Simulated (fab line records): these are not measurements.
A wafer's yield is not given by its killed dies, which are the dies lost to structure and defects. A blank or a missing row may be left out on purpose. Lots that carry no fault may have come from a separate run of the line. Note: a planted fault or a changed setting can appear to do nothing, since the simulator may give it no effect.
Matching of chambers    flow n5-finfet    4 sister chambers for N5_BEOL_M8_ETCH_72 on rie-diel-06
The step etches underlayer in N2/H2, target depth 6.5 nm, time 5.2 s. 22 wafers are shown with their chamber, then 11 later ones without.

## WAFERS PAIRED WITH THEIR CHAMBERS
wafer   chamber  showerhead-plenum-p-Torr (Torr)  oes-product-au (a.u.)  throttle-valve-pct (%)
L076.2  2        2.41                             0.59                   17.94
L076.3  0        2.64                             0.65                   17.94
L076.6  3        2.63                             0.66                   17.72
L080.2  1        2.51                             0.81                   17.90
L080.3  2        2.40                             0.59                   17.98
L080.4  3        2.63                             0.66                   17.74
L078.1  1        2.51                             0.81                   17.89
L078.2  3        2.63                             0.65                   17.72
L078.6  1        2.51                             0.82                   17.90
L083.3  0        2.64                             0.63                   17.97
L083.4  3        2.63                             0.65                   17.73
L083.5  2        2.40                             0.59                   17.97
L087.2  0        2.63                             0.62                   18.01
L087.4  2        2.40                             0.59                   18.00
L087.6  3        2.62                             0.64                   17.76
L089.2  1        2.51                             0.77                   17.91
L089.4  1        2.51                             0.77                   17.92
L089.6  3        2.62                             0.64                   17.77
L088.1  0        2.63                             0.62                   17.98
L088.5  3        2.62                             0.64                   17.81
L088.6  1        2.51                             0.77                   17.94
L091.4  3        2.62                             0.64                   17.77

SIGNATURES (averages over the wafers above)
reading                   chamber 0  chamber 1  chamber 2  chamber 3  scatter within a chamber
showerhead-plenum-p-Torr  2.6350     2.5100     2.4025     2.6250     0.00456
oes-product-au            0.6300     0.7917     0.5900     0.6475     0.015
throttle-valve-pct        17.9750    17.9100    17.9725    17.7525    0.0266
Rule: a wafer's distance from a chamber is the root of the sum, over the readings, of the square of ((its reading less the chamber's mean) divided by the reading's scatter). The wafer belongs to the nearest chamber; if the next one is less than 2 further off, it can't be placed. The scatter: the root of (the sum of the squares of (reading less its chamber's mean) over the shown wafers, divided by (wafers less chambers)).

## WAFERS MISSING THEIR CHAMBER
wafer   showerhead-plenum-p-Torr (Torr)  oes-product-au (a.u.)  throttle-valve-pct (%)
L091.5  2.51                             0.76                   17.94
L091.6  2.63                             0.61                   17.99
L090.1  2.50                             0.76                   17.92
L090.2  2.62                             0.64                   17.76
L090.6  2.62                             0.64                   17.74
L092.1  2.62                             0.64                   17.78
L092.2  2.63                             0.60                   17.99
L092.4  2.50                             0.75                   17.96
L096.1  2.50                             0.73                   17.96
L096.4  2.71                             0.81                   17.53
L096.5  2.49                             0.75                   17.98

## WHICH CHAMBER EACH ONE RAN IN
wafer    from the rows above   in truth
L091.5   1                     1
L091.6   0                     0
L090.1   1                     1
L090.2   3                     3
L090.6   3                     3
L092.1   3                     3
L092.2   0                     0
L092.4   1                     1
L096.1   1                     1
L096.4   3                     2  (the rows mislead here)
L096.5   1                     1
Placed correctly: 10 of 11. Can't be placed from these rows: 0. Number placed wrongly: 1.
